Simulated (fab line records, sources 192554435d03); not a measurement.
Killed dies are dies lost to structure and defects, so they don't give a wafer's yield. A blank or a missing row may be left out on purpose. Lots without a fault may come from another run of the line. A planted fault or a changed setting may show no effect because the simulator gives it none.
Chamber matching | flow n5_finfet | N5_BEOL_M7_ALD_77 on ald_metal-04: 4 sister chambers
The step deposits TaN, target thk 2 nm, pulse time 2 s, purge time 3 s. 4 wafers are shown with their chamber, then 7 later ones without.

WAFERS WITH THEIR CHAMBER
wafer  | chamber | heater_power_w (W)
L084.1 | 1       | 370
L084.4 | 3       | 343
L087.1 | 2       | 367
L087.4 | 0       | 381

WAFERS WITHOUT THEIR CHAMBER
wafer  | heater_power_w (W)
L087.5 | 364
L090.1 | 378
L090.2 | 372
L090.6 | 338
L094.1 | 341
L094.5 | 342
L094.6 | 367

WHICH CHAMBER EACH WENT THROUGH
wafer  | from the rows above     | in truth
L087.5 | can't be placed: 2 or 1 | 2
L090.1 | can't be placed: 0 or 1 | 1
L090.2 | can't be placed: 1 or 2 | 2
L090.6 | 3                       | 3
L094.1 | 3                       | 3
L094.5 | 3                       | 3
L094.6 | can't be placed: 2 or 1 | 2
Placed correctly: 3 of 7. Can't be placed from these rows: 4 (the true chamber is among the candidates in 4). Placed wrongly: 0.
How it was worked out, from the rows above alone: a wafer's distance from a chamber is the root of the sum, over the readings, of the square of ((its reading less the chamber's mean) divided by the reading's scatter). The wafer belongs to the nearest chamber; if the next one is less than 2 further off, it can't be placed. A chamber's mean is the mean of its shown wafers. The scatter: with one shown wafer a chamber, the root of the mean of the squares of how far each hidden wafer lies from its nearest shown one.
